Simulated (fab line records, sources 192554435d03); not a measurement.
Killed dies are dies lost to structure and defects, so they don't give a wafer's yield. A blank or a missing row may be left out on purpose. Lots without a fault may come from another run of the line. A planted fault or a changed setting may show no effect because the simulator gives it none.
One fault seen from 3 desks | flow n5_finfet | each desk has only its own numbers; what lay behind them comes last

THE TOOL OWNER'S DESK: cmp-04
The tool's own readings at N5_BEOL_M0_CMP_120 (polishes, stops on SiOC, t overpolish 6.9 s): means of the sampled wafers that have a number, for each lot that ran on this tool. A lot is out of limits, marked OUT, if its mean lies more than 4 standard deviations from the usual mean; the brackets give that distance.
Columns: A = barrier_field_endpoint_s at N5_BEOL_M0_CMP_120, usual 3.70 s; B = motor_current_A at N5_BEOL_M0_CMP_120, usual 6.5 A; C = overpolish_run_s at N5_BEOL_M0_CMP_120, usual 6.900 s; D = slurry_filter_dp_kPa at N5_BEOL_M0_CMP_120, usual 13.52 kPa; E = time_to_endpoint_s at N5_BEOL_M0_CMP_120, usual 65 s
lot  | first seen here | A              | B   | C     | D     | E
L619 | day 6 15:30     | 3.73           | 6.0 | 6.894 | 13.56 | 68
L620 | day 6 19:41     | 3.55           | 6.4 | 6.900 | 13.45 | 63
L622 | day 7 02:54     | 3.74           | 7.2 | 6.901 | 13.46 | 65
L624 | day 7 14:33     | 3.92           | 6.8 | 6.883 | 13.52 | 67
L626 | day 8 01:19     | 3.77           | 6.8 | 6.890 | 13.39 | 67
L632 | day 10 00:56    | 6.36 (+19) OUT | 6.1 | 6.886 | 13.51 | 76
This desk's finding: out of limits on L632; first on L632, day 10 00:56 (barrier_field_endpoint_s at N5_BEOL_M0_CMP_120). In limits: L619, L620, L622, L624, L626.

THE DEFECT DESK
What the inspections along the route counted, lot by lot: means of the sampled wafers that have a number. A lot is out of limits, marked OUT, if its mean lies more than 4 standard deviations from the usual mean; the brackets give that distance.
Columns: A = raw_defect_count at N5_BEOL_M0_INSPECT_127, usual 71
lot  | first seen here | A
L617 | day 5 21:46     | 98
L619 | day 6 16:08     | 70
L620 | day 6 20:16     | 42
L621 | day 7 02:23     | 49
L622 | day 7 03:44     | 56
L623 | day 7 13:23     | 50
L624 | day 7 15:05     | 86
L626 | day 8 01:52     | 80
L630 | day 9 07:54     | 84
L632 | day 10 01:32    | 2376 (+89) OUT
L640 | day 11 17:01    | 61
This desk's finding: out of limits on L632; first on L632, day 10 01:32 (raw_defect_count at N5_BEOL_M0_INSPECT_127). In limits: L617, L619, L620, L621, L622, L623, L624, L626, L630, L640.

THE METROLOGY DESK
What the gauges read, lot by lot, whatever tool the lot ran on: means of the sampled wafers that have a number. A lot is out of limits, marked OUT, if its mean lies more than 4 standard deviations from the usual mean; the brackets give that distance. Of its 10 readings 7 are shown: those that lie furthest out on some lot.
Columns: A = DIBL_N at N5_BEOL_M4_RC_MEAS_101, usual 36.3 mV/V; B = DIBL_P at N5_BEOL_M4_RC_MEAS_101, usual 36.2 mV/V; C = IOFF_N at N5_BEOL_M4_RC_MEAS_101, usual 0.160 nA/um; D = IOFF_P at N5_BEOL_M4_RC_MEAS_101, usual 0.21 nA/um; E = SS_N at N5_BEOL_M4_RC_MEAS_101, usual 71.5 mV/dec; F = VT_N at N5_BEOL_M4_RC_MEAS_101, usual 250 mV; G = VT_P at N5_BEOL_M4_RC_MEAS_101, usual -250 mV
lot  | first seen here | A    | B    | C     | D    | E    | F   | G
L617 | day 7 20:53     | 39.9 | 39.6 | 0.216 | 0.28 | 72.1 | 245 | -247
L619 | day 8 04:13     | 34.0 | 33.8 | 0.131 | 0.17 | 71.0 | 251 | -255
L620 | day 9 01:31     | 38.1 | 36.7 | 0.169 | 0.25 | 71.8 | 248 | -245
L621 | day 9 08:10     | 34.1 | 34.1 | 0.130 | 0.16 | 70.8 | 254 | -254
L622 | day 9 10:43     | 38.9 | 38.1 | 0.176 | 0.25 | 71.9 | 250 | -247
L623 | day 9 12:29     | 37.0 | 36.0 | 0.158 | 0.20 | 71.8 | 249 | -251
L624 | day 9 17:41     | 36.4 | 38.6 | 0.190 | 0.24 | 71.4 | 246 | -250
L626 | day 10 15:08    | 37.8 | 38.7 | 0.185 | 0.28 | 71.5 | 247 | -243
L630 | day 11 02:11    | 36.8 | 37.3 | 0.168 | 0.20 | 72.0 | 250 | -254
L632 | day 12 12:10    | 36.7 | 37.9 | 0.181 | 0.24 | 72.8 | 247 | -246
L640 | day 13 21:29    | 36.0 | 35.8 | 0.146 | 0.17 | 71.7 | 250 | -255
This desk's finding: nothing out of limits on any of the 11 lots.

PUT TOGETHER
The tool owner's desk could have raised an alarm at day 10 00:56, on L632.
The defect desk could have raised an alarm at day 10 01:32, on L632.
The metrology desk saw nothing out of limits.
The metrology desk has L632 on record, within its limits.
Of the lots named, all ran N5_BEOL_M0_CMP_120 on cmp-04.

WHAT THE SIMULATOR HAD PUT IN
Process parameter drift: cmp-04, from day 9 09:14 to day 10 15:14, at N5_BEOL_M0_CMP_120. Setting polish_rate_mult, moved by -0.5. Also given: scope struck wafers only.
Lots struck among those shown: L632.
Hours from the fault's start to each desk's first reading out of limits: the tool owner's desk, 16; the defect desk, 16.
